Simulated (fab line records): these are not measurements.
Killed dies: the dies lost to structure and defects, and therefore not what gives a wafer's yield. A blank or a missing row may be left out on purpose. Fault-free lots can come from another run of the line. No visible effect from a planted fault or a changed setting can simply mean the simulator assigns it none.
What tool caused it? / flow n5 finfet / Sampling: 23 lots, 69 wafers, 3 of 1938 route steps

## WHAT EACH GAUGE READ, for each wafer
N5_MOL_CONTACT_COAG_INSPECT_97: inspects for defects (darkfield). Usual: raw defect count 41, standard deviation 14.
lot=L074; measured=day 5 08:58; on=defect inspect-01; raw defect count=39 61 44; flag=
lot=L075; measured=day 5 17:31; on=defect inspect-02; raw defect count=33 58 44; flag=
lot=L076; measured=day 5 20:35; on=defect inspect-01; raw defect count=31 48 63; flag=
lot=L077; measured=day 6 01:08; on=defect inspect-01; raw defect count=16 31 41; flag=
lot=L078; measured=day 6 15:44; on=defect inspect-01; raw defect count=56 21 42; flag=
lot=L079; measured=day 6 22:46; on=defect inspect-01; raw defect count=36 42 36; flag=
lot=L080; measured=day 7 02:39; on=defect inspect-02; raw defect count=48 54 50; flag=
lot=L081; measured=day 7 09:13; on=defect inspect-02; raw defect count=42 58 51; flag=
lot=L082; measured=day 7 12:15; on=defect inspect-01; raw defect count=53 40 78; flag=
lot=L083; measured=day 7 15:17; on=defect inspect-02; raw defect count=45 34 39; flag=
lot=L084; measured=day 8 00:16; on=defect inspect-02; raw defect count=38 29 36; flag=
lot=L085; measured=day 8 04:41; on=defect inspect-01; raw defect count=41 36 44; flag=
lot=L086; measured=day 8 08:31; on=defect inspect-01; raw defect count=36 22 43; flag=
lot=L087; measured=day 8 23:07; on=defect inspect-02; raw defect count=53 25 37; flag=
lot=L088; measured=day 9 02:08; on=defect inspect-02; raw defect count=19 38 17; flag=
lot=L089; measured=day 9 05:07; on=defect inspect-02; raw defect count=34 30 57; flag=
lot=L090; measured=day 9 08:07; on=defect inspect-02; raw defect count=62 34 39; flag=
lot=L091; measured=day 9 12:57; on=defect inspect-01; raw defect count=52 36 58; flag=
lot=L092; measured=day 9 21:08; on=defect inspect-02; raw defect count=68 54 55; flag=
lot=L093; measured=day 10 03:11; on=defect inspect-02; raw defect count=23 43 36; flag=
lot=L095; measured=day 10 20:54; on=defect inspect-01; raw defect count=47 53 68; flag=
lot=L096; measured=day 10 23:56; on=defect inspect-02; raw defect count=24 54 45; flag=
lot=L097; measured=day 11 02:54; on=defect inspect-02; raw defect count=25 33 33; flag=

N5_BEOL_M0_SAQP_OVL_MEAS_15. Usual: for M0_CORE_OVL the level is 0.1 nm and the standard deviation is 0.72.
lot=L074; measured=day 5 10:14; on=overlay-01; M0_CORE_OVL (nm)=-0.7 -0.8 0.6; flag=
lot=L075; measured=day 5 18:39; on=overlay-02; M0_CORE_OVL (nm)=-0.1 -0.2 0.2; flag=
lot=L076; measured=day 6 01:37; on=overlay-02; M0_CORE_OVL (nm)=0.7 1.8 1.2; flag=
lot=L077; measured=day 6 02:27; on=overlay-01; M0_CORE_OVL (nm)=-1.0 -0.7 -1.0; flag=
lot=L078; measured=day 6 17:34; on=overlay-01; M0_CORE_OVL (nm)=-0.2 -1.2 0.4; flag=
lot=L079; measured=day 7 01:51; on=overlay-01; M0_CORE_OVL (nm)=0.8 0.7 -0.1; flag=
lot=L080; measured=day 7 05:09; on=overlay-02; M0_CORE_OVL (nm)=1.1 1.5 1.0; flag=
lot=L081; measured=day 7 11:05; on=overlay-01; M0_CORE_OVL (nm)=0.8 1.1 0.6; flag=
lot=L082; measured=day 7 14:42; on=overlay-01; M0_CORE_OVL (nm)=-1.0 0.4 -0.2; flag=
lot=L083; measured=day 7 16:35; on=overlay-02; M0_CORE_OVL (nm)=-0.5 -1.3 0.6; flag=
lot=L084; measured=day 8 01:43; on=overlay-02; M0_CORE_OVL (nm)=0.5 0.7 -0.5; flag=
lot=L085; measured=day 8 09:08; on=overlay-02; M0_CORE_OVL (nm)=0.6 -0.4 0.0; flag=
lot=L086; measured=day 8 09:50; on=overlay-01; M0_CORE_OVL (nm)=-0.7 -0.8 -1.8; flag=
lot=L087; measured=day 9 01:08; on=overlay-02; M0_CORE_OVL (nm)=0.1 0.4 0.6; flag=
lot=L088; measured=day 9 03:39; on=overlay-01; M0_CORE_OVL (nm)=-1.1 -0.2 -0.9; flag=
lot=L089; measured=day 9 08:33; on=overlay-01; M0_CORE_OVL (nm)=0.1 -0.5 -1.0; flag=
lot=L090; measured=day 9 09:38; on=overlay-02; M0_CORE_OVL (nm)=0.3 -0.1 0.2; flag=
lot=L091; measured=day 9 15:00; on=overlay-01; M0_CORE_OVL (nm)=-0.3 -0.5 0.4; flag=
lot=L092; measured=day 9 22:32; on=overlay-01; M0_CORE_OVL (nm)=0.1 0.2 0.8; flag=
lot=L093; measured=day 10 05:19; on=overlay-01; M0_CORE_OVL (nm)=-0.5 0.4 0.1; flag=
lot=L095; measured=day 10 23:17; on=overlay-01; M0_CORE_OVL (nm)=0.8 0.3 1.4; flag=
lot=L096; measured=day 11 02:29; on=overlay-02; M0_CORE_OVL (nm)=0.2 0.3 -1.1; flag=
lot=L097; measured=day 11 06:07; on=overlay-02; M0_CORE_OVL (nm)=1.3 0.1 0.0; flag=

## TOOL THAT RAN EACH LOT (tool first, then ch and the chambers of the sampled wafers, then the start)
lot=L074; N5_BEOL_M0_SAQP_HM_DEP_02=pvd sputter-02, day 5 09:23
lot=L075; N5_BEOL_M0_SAQP_HM_DEP_02=pvd sputter-02, day 5 17:56
lot=L076; N5_BEOL_M0_SAQP_HM_DEP_02=pvd sputter-02, day 6 00:46
lot=L077; N5_BEOL_M0_SAQP_HM_DEP_02=pvd sputter-01, day 6 01:44
lot=L078; N5_BEOL_M0_SAQP_HM_DEP_02=pvd sputter-03, day 6 16:42
lot=L079; N5_BEOL_M0_SAQP_HM_DEP_02=pvd sputter-02, day 7 01:00
lot=L080; N5_BEOL_M0_SAQP_HM_DEP_02=pvd sputter-02, day 7 04:17
lot=L081; N5_BEOL_M0_SAQP_HM_DEP_02=pvd sputter-01, day 7 10:22
lot=L082; N5_BEOL_M0_SAQP_HM_DEP_02=pvd sputter-01, day 7 13:59
lot=L083; N5_BEOL_M0_SAQP_HM_DEP_02=pvd sputter-03, day 7 15:44
lot=L084; N5_BEOL_M0_SAQP_HM_DEP_02=pvd sputter-01, day 8 00:52
lot=L085; N5_BEOL_M0_SAQP_HM_DEP_02=pvd sputter-02, day 8 08:16
lot=L086; N5_BEOL_M0_SAQP_HM_DEP_02=pvd sputter-02, day 8 08:58
lot=L087; N5_BEOL_M0_SAQP_HM_DEP_02=pvd sputter-01, day 9 00:15
lot=L088; N5_BEOL_M0_SAQP_HM_DEP_02=pvd sputter-01, day 9 02:41
lot=L089; N5_BEOL_M0_SAQP_HM_DEP_02=pvd sputter-03, day 9 07:50
lot=L090; N5_BEOL_M0_SAQP_HM_DEP_02=pvd sputter-01, day 9 08:47
lot=L091; N5_BEOL_M0_SAQP_HM_DEP_02=pvd sputter-03, day 9 14:09
lot=L092; N5_BEOL_M0_SAQP_HM_DEP_02=pvd sputter-03, day 9 21:41
lot=L093; N5_BEOL_M0_SAQP_HM_DEP_02=pvd sputter-01, day 10 04:36
lot=L095; N5_BEOL_M0_SAQP_HM_DEP_02=pvd sputter-03, day 10 22:26
lot=L096; N5_BEOL_M0_SAQP_HM_DEP_02=pvd sputter-03, day 11 01:46
lot=L097; N5_BEOL_M0_SAQP_HM_DEP_02=pvd sputter-03, day 11 05:16
- N5_BEOL_M0_SAQP_HM_DEP_02: deposits TiN, target thk 12 nm.

## WHAT THE TOOLS THEMSELVES READ (means of the sampled wafers that have a number; where no wafer has one, the mark that the record gives instead)
N5_BEOL_M0_SAQP_HM_DEP_02. Usual: chamber pressure pa 0.5000 Pa, standard deviation 0.00095; susceptor temp C 24.99 C, standard deviation 0.096; throttle valve pct 29.8 %, standard deviation 1.1.
lot=L074; tool=pvd sputter-02; chamber pressure pa (Pa)=0.5000; susceptor temp C (C)=25.01; throttle valve pct (%)=30.2; flag=
lot=L075; tool=pvd sputter-02; chamber pressure pa (Pa)=0.5001; susceptor temp C (C)=25.07; throttle valve pct (%)=30.2; flag=
lot=L076; tool=pvd sputter-02; chamber pressure pa (Pa)=0.4995; susceptor temp C (C)=24.96; throttle valve pct (%)=30.2; flag=
lot=L077; tool=pvd sputter-01; chamber pressure pa (Pa)=0.4991; susceptor temp C (C)=24.98; throttle valve pct (%)=30.1; flag=
lot=L078; tool=pvd sputter-03; chamber pressure pa (Pa)=0.5006; susceptor temp C (C)=24.89; throttle valve pct (%)=29.7; flag=
lot=L079; tool=pvd sputter-02; chamber pressure pa (Pa)=0.4998; susceptor temp C (C)=25.00; throttle valve pct (%)=30.5; flag=
lot=L080; tool=pvd sputter-02; chamber pressure pa (Pa)=0.5003; susceptor temp C (C)=24.95; throttle valve pct (%)=30.4; flag=
lot=L081; tool=pvd sputter-01; chamber pressure pa (Pa)=0.5004; susceptor temp C (C)=25.03; throttle valve pct (%)=29.8; flag=
lot=L082; tool=pvd sputter-01; chamber pressure pa (Pa)=0.5006; susceptor temp C (C)=24.89; throttle valve pct (%)=29.8; flag=
lot=L083; tool=pvd sputter-03; chamber pressure pa (Pa)=0.5002; susceptor temp C (C)=25.01; throttle valve pct (%)=29.8; flag=
lot=L084; tool=pvd sputter-01; chamber pressure pa (Pa)=0.4994; susceptor temp C (C)=24.94; throttle valve pct (%)=30.1; flag=
lot=L085; tool=pvd sputter-02; chamber pressure pa (Pa)=0.5008; susceptor temp C (C)=24.94; throttle valve pct (%)=30.3; flag=
lot=L086; tool=pvd sputter-02; chamber pressure pa (Pa)=0.5002; susceptor temp C (C)=25.00; throttle valve pct (%)=30.1; flag=
lot=L087; tool=pvd sputter-01; chamber pressure pa (Pa)=0.5001; susceptor temp C (C)=24.97; throttle valve pct (%)=29.4; flag=
lot=L088; tool=pvd sputter-01; chamber pressure pa (Pa)=0.4994; susceptor temp C (C)=24.99; throttle valve pct (%)=29.7; flag=
lot=L089; tool=pvd sputter-03; chamber pressure pa (Pa)=0.5004; susceptor temp C (C)=25.02; throttle valve pct (%)=28.8; flag=
lot=L090; tool=pvd sputter-01; chamber pressure pa (Pa)=0.4993; susceptor temp C (C)=25.05; throttle valve pct (%)=29.8; flag=
lot=L091; tool=pvd sputter-03; chamber pressure pa (Pa)=0.4998; susceptor temp C (C)=24.96; throttle valve pct (%)=30.7; flag=
lot=L092; tool=pvd sputter-03; chamber pressure pa (Pa)=0.5008; susceptor temp C (C)=24.98; throttle valve pct (%)=29.8; flag=
lot=L093; tool=pvd sputter-01; chamber pressure pa (Pa)=0.5000; susceptor temp C (C)=25.03; throttle valve pct (%)=29.7; flag=
lot=L095; tool=pvd sputter-03; chamber pressure pa (Pa)=0.5006; susceptor temp C (C)=25.01; throttle valve pct (%)=28.9; flag=
lot=L096; tool=pvd sputter-03; chamber pressure pa (Pa)=0.5007; susceptor temp C (C)=24.95; throttle valve pct (%)=29.4; flag=
lot=L097; tool=pvd sputter-03; chamber pressure pa (Pa)=0.5000; susceptor temp C (C)=25.06; throttle valve pct (%)=29.7; flag=

## THE ANSWER, worked out from the rows above alone
Rule: take the mean of a lot's wafers that have a number; if it is more than 3 standard deviations from the usual mean, the lot is off. Also off: a lot with no number at a reading for which 4 or more lots have one. All remaining lots with rows at the step are treated as sound. First the gauges in route order, then the tools' own readings, where a lot's mean is used as printed above. At the first step where some lot is off, the reading lying furthest off is the one used; lots without a number count as furthest.
Nothing can be told from this: no lot is off at any reading shown.

## WHAT THE SIMULATOR HAD PUT IN
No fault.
